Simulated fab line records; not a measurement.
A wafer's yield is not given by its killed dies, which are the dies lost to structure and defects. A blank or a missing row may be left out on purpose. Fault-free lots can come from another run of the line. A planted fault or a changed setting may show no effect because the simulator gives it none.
fab line records + flow nand_harc
record:
- lots: 6
- wafers: 18
- last_day: 33
route steps=1302 shown P_M2@324
lots with no fault: from the same line, run without faults
start_h: hours from the record's first day to the start of the lot's first wafer shown + wait_h: how many hours have passed since the lot's step before this one + " same as the row above + L1.1+2: several wafers, shown together as one row + - no value, or no start given + * or withheld: withheld + < > ~ a bound
route shown NAME@n: NAME is a module with steps in the file, n the number in the route of the first one + usual: mean and standard deviation over wafers with no fault + same: alike in all rows + chamber/n: place in a boat + sites: each site's reading + _std_site: standard deviation across them + _edge_site: the outer-site mean with the inner-site mean subtracted + radius_mm: how far each site lies from the wafer's centre + mask NAME#n: copy n + behind: the most recent tool/chamber to have shaped the wafer + hold: cause of the lot's hold/its duration in hours/its outcome + device: the transistor (n, p or np) that didn't switch + end of line: the route-end tests of the same wafers + a step with no rows: only its recipe + killed: the dies lost at the first sort to structure and to defects; this is not the yield of the wafer + map: per-die view of a wafer (x killed, . not killed, _ where there is no die)
set.NAME: setting as actually run; set.NAME@STEP: the setting as run at that earlier step + model.NAME: the simulator's own value behind a step, which no gauge read
lots at selected steps of the route; one table per step, one row per wafer
services: a tool's chamber out of use, with start hour (start_h, from the record's first day; less than 0 if before it), hours out, and reason
== steps ==
step: NHARC_P_M2_EBR_05
step: NHARC_P_M2_EXPOSE_06
recipe:
- na: 1.35
- target_cd_nm: 170
- dose_mj: 80.78
- mask_id: P_M2
step: NHARC_P_M2_PEB_07
recipe:
- peb_temp_c: 100
- peb_time_s: 65
step: NHARC_P_M2_DEVELOP_08
recipe:
- develop_time_s: 35
- dev_temp_c: 23
step: NHARC_P_M2_CD_MEAS_09
recipe:
- target_cd_nm: 170
- landing_energy_ev: 500
usual:
- cd_nm: 170.1/0.69
same:
- landing_energy_ev: 500
| lot.wafer | tool      | chamber | start_h | wait_h | cd_nm |
|-----------|-----------|---------|---------|--------|-------|
| L124.1    | cd_sem-02 | 0       | 149.06  | -      | 169.2 |
| L124.2    | "         | 0       | "       | "      | 170.9 |
| L124.5    | "         | 0       | "       | "      | 171.9 |
| L127.1    | cd_sem-01 | 0       | 182.51  | -      | 170.7 |
| L127.2    | "         | 0       | "       | "      | 169.9 |
| L127.6    | "         | 0       | "       | "      | 170.7 |
| L138.1    | cd_sem-01 | 0       | 291.40  | -      | 170.4 |
| L138.5    | "         | 0       | "       | "      | 169.8 |
| L138.6    | "         | 0       | "       | "      | 169.9 |
| L139.1    | cd_sem-03 | 0       | 301.79  | -      | 170.2 |
| L139.3    | "         | 0       | "       | "      | 169.5 |
| L139.4    | "         | 0       | "       | "      | 169.3 |
| L140.3    | cd_sem-03 | 0       | 306.90  | -      | 170.5 |
| L140.4    | "         | 0       | "       | "      | 170.3 |
| L140.6    | "         | 0       | "       | "      | 170.8 |
| L145.1    | cd_sem-02 | 0       | 356.50  | -      | 169.0 |
| L145.2    | "         | 0       | "       | "      | 170.1 |
| L145.6    | "         | 0       | "       | "      | 168.4 |
step: NHARC_P_M2_OVL_MEAS_10
recipe:
- pitch_nm: 340
usual:
- overlay_x_nm: 0.0/0.88
- overlay_y_nm: 0.2/1.1
| lot.wafer | tool       | chamber | start_h | wait_h | overlay_x_nm | overlay_y_nm |
|-----------|------------|---------|---------|--------|--------------|--------------|
| L124.1    | overlay-02 | -       | 149.15  | -      | 0.0          | 2.0          |
| L124.2    | "          | -       | "       | "      | 0.3          | 1.9          |
| L124.5    | "          | -       | "       | "      | 0.3          | 1.6          |
| L127.1    | overlay-02 | -       | 182.60  | -      | -1.5         | 1.0          |
| L127.2    | "          | -       | "       | "      | -1.3         | 1.4          |
| L127.6    | "          | -       | "       | "      | -1.6         | 0.7          |
| L138.1    | overlay-01 | -       | 291.49  | -      | 2.0          | -1.6         |
| L138.5    | "          | -       | "       | "      | 1.7          | -1.4         |
| L138.6    | "          | -       | "       | "      | 2.0          | -1.4         |
| L139.1    | overlay-02 | -       | 301.87  | -      | 1.3          | -0.7         |
| L139.3    | "          | -       | "       | "      | 1.3          | -0.2         |
| L139.4    | "          | -       | "       | "      | 0.4          | -0.7         |
| L140.3    | overlay-01 | -       | 306.99  | -      | -0.7         | -0.6         |
| L140.4    | "          | -       | "       | "      | -0.5         | -0.6         |
| L140.6    | "          | -       | "       | "      | -0.5         | -0.4         |
| L145.1    | overlay-01 | -       | 356.59  | -      | -1.1         | 0.4          |
| L145.2    | "          | -       | "       | "      | -1.0         | 0.7          |
| L145.6    | "          | -       | "       | "      | -0.7         | 0.1          |
step: NHARC_P_M2_INSPECT_11
usual:
- raw_defect_count: 4.4/2.7
| lot.wafer | tool              | chamber | start_h | wait_h | raw_defect_count |
|-----------|-------------------|---------|---------|--------|------------------|
| L124.1    | defect_inspect-02 | -       | 149.19  | 0.0    | 6                |
| L124.2    | "                 | -       | "       | "      | 7                |
| L124.5    | "                 | -       | "       | "      | 3                |
| L127.1    | defect_inspect-01 | -       | 182.64  | 0.0    | 3                |
| L127.2    | "                 | -       | "       | "      | 2                |
| L127.6    | "                 | -       | "       | "      | 5                |
| L138.1    | defect_inspect-02 | -       | 291.52  | 0.0    | 2                |
| L138.5    | "                 | -       | "       | "      | 1                |
| L138.6    | "                 | -       | "       | "      | 6                |
| L139.1    | defect_inspect-02 | -       | 301.91  | 0.0    | 3                |
| L139.3    | "                 | -       | "       | "      | 10               |
| L139.4    | "                 | -       | "       | "      | 6                |
| L140.3    | defect_inspect-01 | -       | 307.02  | 0.0    | 3                |
| L140.4    | "                 | -       | "       | "      | 2                |
| L140.6    | "                 | -       | "       | "      | 3                |
| L145.1    | defect_inspect-02 | -       | 356.63  | 0.0    | 5                |
| L145.2    | "                 | -       | "       | "      | 3                |
| L145.6    | "                 | -       | "       | "      | 2                |
step: NHARC_P_M2_DESCUM_14
recipe:
- time_s: 3
- o2_flow_sccm: 200
- ar_flow_sccm: 0
- bias_power_w: 0
- chemistry: O2
usual:
- drypump_motor_current_A: 5.6/0.44
- oes_product_au: 0.996/0.01
- rf_vpp_V: 57.8/0.91
- showerhead_plenum_p_Torr: 1.90/0.089
- throttle_valve_pct: 11.311/0.0099
| lot.wafer | tool        | chamber | start_h | wait_h | drypump_motor_current_A | oes_product_au | rf_hours_counter_h | rf_vpp_V | showerhead_plenum_p_Torr | throttle_valve_pct |
|-----------|-------------|---------|---------|--------|-------------------------|----------------|--------------------|----------|--------------------------|--------------------|
| L124.1    | rie_diel-08 | 3       | 149.25  | 0.1    | 6.1                     | 0.997          | 6.8                | 57.2     | 1.94                     | 11.310             |
| L124.2    | "           | 0       | "       | "      | 5.9                     | 0.996          | 5.6                | 58.4     | 1.81                     | 11.310             |
| L124.5    | "           | 0       | "       | "      | 5.9                     | 0.995          | -                  | 57.0     | 1.81                     | 11.321             |
| L127.1    | rie_diel-09 | 3       | 182.70  | 0.1    | 5.6                     | 1.014          | 0.9                | 56.7     | 1.98                     | 11.313             |
| L127.2    | "           | 1       | "       | "      | 5.8                     | 0.993          | 0.9                | 57.2     | 1.99                     | 11.317             |
| L127.6    | "           | 3       | "       | "      | 5.6                     | 1.012          | -                  | 58.8     | 1.98                     | 11.315             |
| L138.1    | rie_diel-09 | 1       | 291.61  | 0.1    | 5.8                     | 1.005          | 5.4                | 59.3     | 1.99                     | 11.322             |
| L138.5    | "           | 2       | "       | "      | 6.2                     | 0.991          | -                  | 55.7     | 1.78                     | 11.314             |
| L138.6    | "           | 3       | "       | "      | 5.6                     | 1.013          | -                  | 58.0     | 1.97                     | 11.313             |
| L139.4    | rie_diel-02 | 2       | 301.98  | 0.1    | 4.9                     | 1.007          | 2.4                | 57.5     | 2.00                     | 11.310             |
| L139.1    | "           | 3       | "       | "      | 5.3                     | 0.986          | 1.9                | 57.7     | 1.99                     | 11.323             |
| L139.3    | "           | 0       | "       | "      | 5.3                     | 0.999          | 3.1                | 59.2     | 2.00                     | 11.320             |
| L140.3    | rie_diel-08 | 0       | 307.08  | 0.1    | 5.9                     | 0.992          | 7.7                | 56.8     | 1.81                     | 11.318             |
| L140.4    | "           | 1       | "       | "      | 4.9                     | 0.983          | 8.3                | 57.3     | 1.82                     | 11.308             |
| L140.6    | "           | 1       | "       | "      | 4.9                     | 0.986          | -                  | 57.3     | 1.82                     | 11.314             |
| L145.1    | rie_diel-02 | 0       | 356.69  | 0.1    | 5.3                     | 1.004          | 7.5                | 58.0     | 2.00                     | 11.319             |
| L145.2    | "           | 1       | "       | "      | 5.7                     | 0.979          | 6.8                | 58.4     | 1.94                     | 11.328             |
| L145.6    | "           | 1       | "       | "      | 5.6                     | 0.979          | -                  | 58.0     | 1.94                     | 11.302             |
step: NHARC_P_M2_ETCH_35
recipe:
- target_depth_a: 400
- overetch_a: 120
- time_s: 43.94
- ion_energy_ev: 200
- n2_flow_sccm: 150
- h2_flow_sccm: 150
- ar_flow_sccm: 0
- rf_w: 400
- bias_w: 150
- chemistry: N2/H2
usual:
- drypump_motor_current_A: 5.5/0.43
- h2_flow_sccm: 150.0/0.44
- oes_product_au: 0.996/0.01
- rf_vpp_V: 430.2/2.7
- run_length_s: 65.1/0.55
- showerhead_plenum_p_Torr: 2.03/0.098
- throttle_valve_pct: 14.171/0.0083
| lot.wafer | tool        | chamber | start_h | wait_h | drypump_motor_current_A | h2_flow_sccm | oes_product_au | rf_hours_counter_h | rf_vpp_V | run_length_s | showerhead_plenum_p_Torr | throttle_valve_pct |
|-----------|-------------|---------|---------|--------|-------------------------|--------------|----------------|--------------------|----------|--------------|--------------------------|--------------------|
| L124.2    | rie_diel-08 | 0       | 149.34  | 0.1    | 5.9                     | 150.9        | 0.994          | 5.6                | 428.1    | 65.7         | 1.93                     | 14.166             |
| L124.1    | "           | 2       | "       | "      | 5.4                     | 150.0        | 0.991          | 7.7                | 426.3    | 65.3         | 1.90                     | 14.172             |
| L124.5    | "           | 0       | "       | "      | 5.9                     | 150.1        | 0.991          | -                  | 427.7    | 66.4         | 1.93                     | 14.160             |
| L127.2    | rie_diel-09 | 2       | 182.78  | 0.1    | 6.3                     | 150.4        | 0.983          | 0.8                | 426.5    | 64.4         | 1.90                     | 14.175             |
| L127.1    | "           | 1       | "       | "      | 5.8                     | 150.0        | 0.988          | 1.0                | 432.4    | 64.8         | 2.12                     | 14.179             |
| L127.6    | "           | 2       | "       | "      | 6.2                     | 150.6        | 0.996          | -                  | 426.0    | 64.3         | 1.90                     | 14.172             |
| L138.1    | rie_diel-09 | 2       | 291.67  | 0.1    | 6.2                     | 150.1        | 0.992          | 6.3                | 426.8    | 64.4         | 1.89                     | 14.176             |
| L138.5    | "           | 2       | "       | "      | 6.3                     | 149.6        | 0.997          | -                  | 425.5    | 64.8         | 1.89                     | 14.165             |
| L138.6    | "           | 3       | "       | "      | 5.6                     | 150.2        | 0.999          | -                  | 432.1    | 64.9         | 2.11                     | 14.170             |
| L139.4    | rie_diel-02 | 0       | 302.06  | 0.1    | 5.2                     | 149.7        | 1.002          | 3.1                | 432.2    | 65.4         | 2.14                     | 14.170             |
| L139.1    | "           | 1       | "       | "      | 5.7                     | 150.5        | 0.978          | 2.5                | 430.4    | 65.3         | 2.07                     | 14.173             |
| L139.3    | "           | 2       | "       | "      | 4.9                     | 149.6        | 0.993          | 2.4                | 433.2    | 66.1         | 2.13                     | 14.175             |
| L140.3    | rie_diel-08 | 1       | 307.17  | 0.1    | 4.9                     | 149.3        | 0.976          | 8.3                | 427.4    | 64.1         | 1.94                     | 14.172             |
| L140.4    | "           | 0       | "       | "      | 5.9                     | 150.6        | 0.990          | 7.7                | 426.6    | 65.9         | 1.93                     | 14.164             |
| L140.6    | "           | 2       | "       | "      | 5.4                     | 150.4        | 0.997          | -                  | 426.7    | 65.4         | 1.90                     | 14.151             |
| L145.1    | rie_diel-02 | 2       | 356.79  | 0.1    | 4.9                     | 150.3        | 0.998          | 5.9                | 432.7    | 65.2         | 2.13                     | 14.168             |
| L145.2    | "           | 3       | "       | "      | 5.3                     | 150.6        | 1.001          | 5.2                | 432.2    | 64.8         | 2.13                     | 14.170             |
| L145.6    | "           | 1       | "       | "      | 5.7                     | 149.8        | 0.986          | -                  | 431.6    | 65.1         | 2.07                     | 14.169             |
step: NHARC_P_M2_ETCH_15
recipe:
- target_depth_a: 1825
- time_s: 91.2
- c4f8_flow_sccm: withheld
- ar_flow_sccm: 400
- rf_w: 600
- bias_w: 300
- chemistry: C4F8/Ar
usual:
- oes_product_au: 0.941/0.023
- rf_vpp_V: 440.6/2.9
- run_length_s: 112.4/0.55
| lot.wafer | tool        | chamber | start_h | wait_h | oes_product_au | rf_hours_counter_h | rf_vpp_V | run_length_s |
|-----------|-------------|---------|---------|--------|----------------|--------------------|----------|--------------|
| L124.2    | rie_diel-08 | 3       | -       | -      | 0.920          | 6.8                | 442.5    | 113.5        |
| L124.1    | "           | 0       | "       | "      | 0.924          | 5.6                | 437.9    | 113.0        |
| L124.5    | "           | 2       | "       | "      | 0.914          | -                  | 439.2    | 112.4        |
| L127.1    | rie_diel-09 | 2       | -       | -      | 0.955          | 0.9                | 437.7    | 111.9        |
| L127.2    | "           | 0       | "       | "      | 0.951          | 1.1                | 437.9    | 112.5        |
| L127.6    | "           | 3       | "       | "      | 0.958          | -                  | 442.4    | 112.2        |
| L138.1    | rie_diel-09 | 2       | -       | -      | 0.959          | 6.4                | 437.3    | 111.6        |
| L138.6    | "           | 2       | "       | "      | 0.943          | -                  | 437.0    | 111.7        |
| L138.5    | "           | 3       | "       | "      | 0.965          | -                  | 442.3    | 112.1        |
| L139.3    | rie_diel-02 | 0       | -       | -      | 0.927          | 3.2                | 442.7    | 113.1        |
| L139.4    | "           | 1       | "       | "      | 0.910          | 2.5                | 442.5    | 112.3        |
| L139.1    | "           | 2       | "       | "      | 0.921          | 2.4                | 443.2    | 112.9        |
| L140.4    | rie_diel-08 | 2       | -       | -      | 0.931          | 7.2                | 435.9    | 112.6        |
| L140.3    | "           | 3       | "       | "      | 0.911          | 6.6                | 442.4    | 113.0        |
| L140.6    | "           | 3       | "       | "      | 0.912          | -                  | 442.2    | 113.1        |
| L145.2    | rie_diel-02 | 0       | -       | -      | 0.925          | 7.6                | 444.0    | 112.9        |
| L145.1    | "           | 2       | "       | "      | 0.923          | 6.0                | 444.7    | 113.0        |
| L145.6    | "           | 0       | "       | "      | 0.935          | -                  | 444.1    | 112.7        |
step: NHARC_P_M2_CD_MEAS_16
usual:
- cd_nm: 170.3/0.84
| lot.wafer | tool      | chamber | start_h | wait_h | cd_nm |
|-----------|-----------|---------|---------|--------|-------|
| L124.1    | cd_sem-01 | -       | 149.55  | -      | 169.5 |
| L124.2    | "         | -       | "       | "      | 169.4 |
| L124.5    | "         | -       | "       | "      | 171.1 |
| L127.1    | cd_sem-01 | -       | 183.01  | -      | 170.1 |
| L127.2    | "         | -       | "       | "      | 169.9 |
| L127.6    | "         | -       | "       | "      | 170.8 |
| L138.1    | cd_sem-03 | -       | 291.89  | -      | 170.9 |
| L138.5    | "         | -       | "       | "      | 169.5 |
| L138.6    | "         | -       | "       | "      | 171.3 |
| L139.1    | cd_sem-02 | -       | 302.28  | -      | 171.3 |
| L139.3    | "         | -       | "       | "      | 170.0 |
| L139.4    | "         | -       | "       | "      | 169.5 |
| L140.3    | cd_sem-02 | -       | 307.39  | -      | 170.5 |
| L140.4    | "         | -       | "       | "      | 170.1 |
| L140.6    | "         | -       | "       | "      | 170.2 |
| L145.1    | cd_sem-02 | -       | 357.00  | -      | 170.0 |
| L145.2    | "         | -       | "       | "      | 170.8 |
| L145.6    | "         | -       | "       | "      | 169.4 |
step: NHARC_P_M2_STRIP_18
recipe:
- power_w: 1000
- n2_flow_sccm: 150
- h2_flow_sccm: 150
- ar_flow_sccm: 0
- bias_w: 0
- chemistry: N2/H2
usual:
- drypump_motor_current_A: 5.4/0.4
- h2_flow_sccm: 150.1/0.41
- oes_product_au: 0.997/0.012
- power_w: 1000/3.1
- rf_vpp_V: 90.7/1
- showerhead_plenum_p_Torr: 2.06/0.09
- throttle_valve_pct: 14.172/0.009
| lot.wafer | tool        | chamber | start_h | wait_h | drypump_motor_current_A | h2_flow_sccm | oes_product_au | power_w | rf_hours_counter_h | rf_vpp_V | showerhead_plenum_p_Torr | throttle_valve_pct |
|-----------|-------------|---------|---------|--------|-------------------------|--------------|----------------|---------|--------------------|----------|--------------------------|--------------------|
| L124.2    | rie_diel-08 | 1       | 149.65  | 0.1    | 4.9                     | 150.5        | 0.995          | 1001    | 6.5                | 90.9     | 1.95                     | 14.185             |
| L124.1    | "           | 3       | "       | "      | 6.0                     | 150.0        | 0.992          | 996     | 6.9                | 90.6     | 2.07                     | 14.182             |
| L124.5    | "           | 0       | "       | "      | 5.9                     | 150.3        | 0.995          | 1001    | -                  | 89.7     | 1.93                     | 14.169             |
| L127.1    | rie_diel-02 | 2       | 183.11  | 0.1    | 4.9                     | 149.8        | 1.010          | 1001    | 7.9                | 92.0     | 2.13                     | 14.170             |
| L127.2    | "           | 3       | "       | "      | 5.2                     | 150.5        | 1.002          | 999     | 7.3                | 91.0     | 2.13                     | 14.171             |
| L127.6    | "           | 2       | "       | "      | 4.9                     | 149.8        | 1.003          | 1000    | -                  | 91.2     | 2.13                     | 14.185             |
| L138.1    | rie_diel-02 | 3       | 291.96  | 0.1    | 5.3                     | 150.3        | 1.003          | 997     | 1.8                | 90.4     | 2.13                     | 14.181             |
| L138.5    | "           | 3       | "       | "      | 5.2                     | 149.5        | 0.991          | 997     | -                  | 90.6     | 2.13                     | 14.173             |
| L138.6    | "           | 0       | "       | "      | 5.3                     | 150.6        | 1.007          | 1002    | -                  | 90.5     | 2.14                     | 14.181             |
| L139.4    | rie_diel-02 | 2       | 302.35  | 0.1    | 4.9                     | 149.9        | 1.003          | 999     | 2.4                | 89.8     | 2.13                     | 14.164             |
| L139.1    | "           | 3       | "       | "      | 5.3                     | 149.8        | 0.989          | 1001    | 2.0                | 91.0     | 2.13                     | 14.155             |
| L139.3    | "           | 1       | "       | "      | 5.7                     | 150.4        | 0.974          | 1003    | 2.6                | 90.6     | 2.07                     | 14.177             |
| L140.4    | rie_diel-08 | 1       | 307.46  | 0.1    | 4.9                     | 149.9        | 0.996          | 997     | 8.3                | 90.7     | 1.94                     | 14.182             |
| L140.3    | "           | 3       | "       | "      | 6.0                     | 150.0        | 0.992          | 1002    | 6.7                | 91.0     | 2.07                     | 14.146             |
| L140.6    | "           | 2       | "       | "      | 5.4                     | 150.5        | 1.008          | 1005    | -                  | 89.5     | 1.90                     | 14.164             |
| L145.1    | rie_diel-09 | 3       | 357.10  | 0.1    | 5.6                     | 149.9        | 0.993          | 998     | 1.2                | 90.7     | 2.10                     | 14.168             |
| L145.2    | "           | 1       | "       | "      | 5.8                     | 149.7        | 0.991          | 1000    | 0.8                | 90.5     | 2.12                     | 14.172             |
| L145.6    | "           | 2       | "       | "      | 6.3                     | 150.3        | 0.985          | 998     | -                  | 87.8     | 1.89                     | 14.179             |
step: NHARC_P_M2_ETCH_28
recipe:
- target_depth_a: 300
- over_etch_frac: 0.3
- time_s: 72.99
- ion_energy_ev: 150
- cf4_flow_sccm: 50
- n2_flow_sccm: 100
- ar_flow_sccm: 150
- rf_w: 300
- bias_w: 100
- chemistry: CF4/N2
usual:
- drypump_motor_current_A: 5.4/0.41
- oes_product_au: 0.996/0.011
- rf_vpp_V: 314.7/1.9
- run_length_s: 94.3/0.51
- showerhead_plenum_p_Torr: 2.66/0.1
- throttle_valve_pct: 19.794/0.0088
| lot.wafer | tool        | chamber | start_h | wait_h | drypump_motor_current_A | oes_product_au | rf_hours_counter_h | rf_vpp_V | run_length_s | showerhead_plenum_p_Torr | throttle_valve_pct |
|-----------|-------------|---------|---------|--------|-------------------------|----------------|--------------------|----------|--------------|--------------------------|--------------------|
| L124.1    | rie_diel-08 | 3       | 149.87  | -      | 6.1                     | 0.999          | 6.9                | 314.7    | 94.8         | 2.67                     | 19.807             |
| L124.2    | "           | 1       | "       | "      | 4.9                     | 1.001          | 6.6                | 311.5    | 93.3         | 2.51                     | 19.806             |
| L124.5    | "           | 3       | "       | "      | 6.1                     | 0.995          | -                  | 314.2    | 94.8         | 2.67                     | 19.796             |
| L127.1    | rie_diel-02 | 1       | 183.33  | -      | 5.7                     | 1.003          | 7.7                | 317.8    | 94.0         | 2.67                     | 19.808             |
| L127.2    | "           | 3       | "       | "      | 5.3                     | 1.008          | 7.4                | 316.0    | 94.6         | 2.73                     | 19.787             |
| L127.6    | "           | 1       | "       | "      | 5.7                     | 1.008          | -                  | 315.8    | 94.0         | 2.67                     | 19.792             |
| L138.1    | rie_diel-02 | 3       | 292.23  | -      | 5.3                     | 0.981          | 1.9                | 316.4    | 94.2         | 2.73                     | 19.797             |
| L138.6    | "           | 0       | "       | "      | 5.2                     | 1.011          | -                  | 316.2    | 73.6         | 2.74                     | 19.803             |
| L138.5    | "           | 1       | "       | "      | 5.7                     | 0.969          | -                  | 316.5    | 94.9         | 2.66                     | 19.790             |
| L139.3    | rie_diel-02 | 1       | 302.59  | -      | 5.7                     | 0.979          | 2.6                | 316.2    | 94.6         | 2.66                     | 19.794             |
| L139.4    | "           | 2       | "       | "      | 4.9                     | 0.988          | 2.5                | 316.1    | 94.7         | 2.73                     | 19.790             |
| L139.1    | "           | 0       | "       | "      | 5.3                     | 1.002          | 3.2                | 316.0    | 73.4         | 2.74                     | 19.788             |
| L140.3    | rie_diel-08 | 3       | 307.70  | -      | 6.1                     | 0.987          | 6.7                | 314.6    | 95.1         | 2.66                     | 19.795             |
| L140.4    | "           | 1       | "       | "      | 4.9                     | 0.997          | 8.4                | 312.6    | 93.1         | 2.51                     | 19.810             |
| L140.6    | "           | 3       | "       | "      | 6.1                     | 0.995          | -                  | 317.6    | 94.7         | 2.66                     | 19.779             |
| L145.1    | rie_diel-09 | 2       | 357.31  | -      | 6.3                     | 0.991          | 0.9                | 311.7    | 93.7         | 2.45                     | 19.809             |
| L145.2    | "           | 3       | "       | "      | 5.6                     | 1.008          | 1.3                | 316.3    | 94.0         | 2.70                     | 19.799             |
| L145.6    | "           | 2       | "       | "      | 6.2                     | 0.984          | -                  | 312.3    | 93.4         | 2.45                     | 19.792             |
step: NHARC_P_M2_STRIP_19
recipe:
- time_s: 600
- temp_c: 30
- chemistry: post_etch_residue_remover
== services ==
| tool        | chamber | start_h | hours | kind   |
|-------------|---------|---------|-------|--------|
| rie_diel-02 | -       | 130.93  | 0.1   | repair |
| rie_diel-09 | -       | 143.12  | 9.0   | pm     |
| rie_diel-02 | 0       | 146.70  | -     | clean  |
| rie_diel-02 | 1       | 146.70  | -     | clean  |
| rie_diel-02 | 2       | 146.70  | -     | clean  |
| rie_diel-02 | 3       | 146.70  | -     | clean  |
| rie_diel-08 | -       | 154.11  | 0.5   | repair |
| rie_diel-02 | 0       | 171.20  | -     | clean  |
| rie_diel-02 | 1       | 171.20  | -     | clean  |
| rie_diel-02 | 2       | 171.20  | -     | clean  |
| rie_diel-02 | 3       | 171.20  | -     | clean  |
| rie_diel-08 | -       | 181.35  | 0.4   | repair |
| rie_diel-08 | -       | 190.80  | 9.0   | pm     |
| rie_diel-02 | 0       | 195.82  | -     | clean  |
| rie_diel-02 | 1       | 195.82  | -     | clean  |
| rie_diel-02 | -       | 216.70  | 9.0   | pm     |
| rie_diel-09 | 1       | 216.74  | 9.8   | repair |
| rie_diel-09 | 0       | 221.90  | 7.7   | repair |
| rie_diel-02 | 3       | 226.03  | 13.4  | repair |
| rie_diel-09 | 2       | 255.49  | 2.4   | repair |
| rie_diel-09 | -       | 318.29  | 0.4   | repair |
| rie_diel-09 | -       | 320.12  | 9.0   | pm     |
| rie_diel-02 | 3       | 331.62  | 13.3  | repair |
| rie_diel-09 | 2       | 344.49  | 3.1   | repair |
== key ==
first_sign:
- step: NHARC_P_M2_ETCH_28
- reading: run_length_s
- direction: down
- sigmas: 41
- usual: *
- struck: *
effect none on later readings
met_at NHARC_P_M2_ETCH_28
struck_wafers L138.6,L139.1
sort_left_out L138.6,L139.1
fault:
- kind: process_parameter_drift
- tool: rie_diel-02
- chamber: 0
- onset_h: 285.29
- steps: NHARC_P_M2_ETCH_28
- channel: time_s
- offset: *
- shape: step
- end_h: 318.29
- acts_in: *
- stated: *
sort_left_out: the simulated sort isn't trusted on such a fault, so these wafers' sort isn't shown, and their yield isn't known
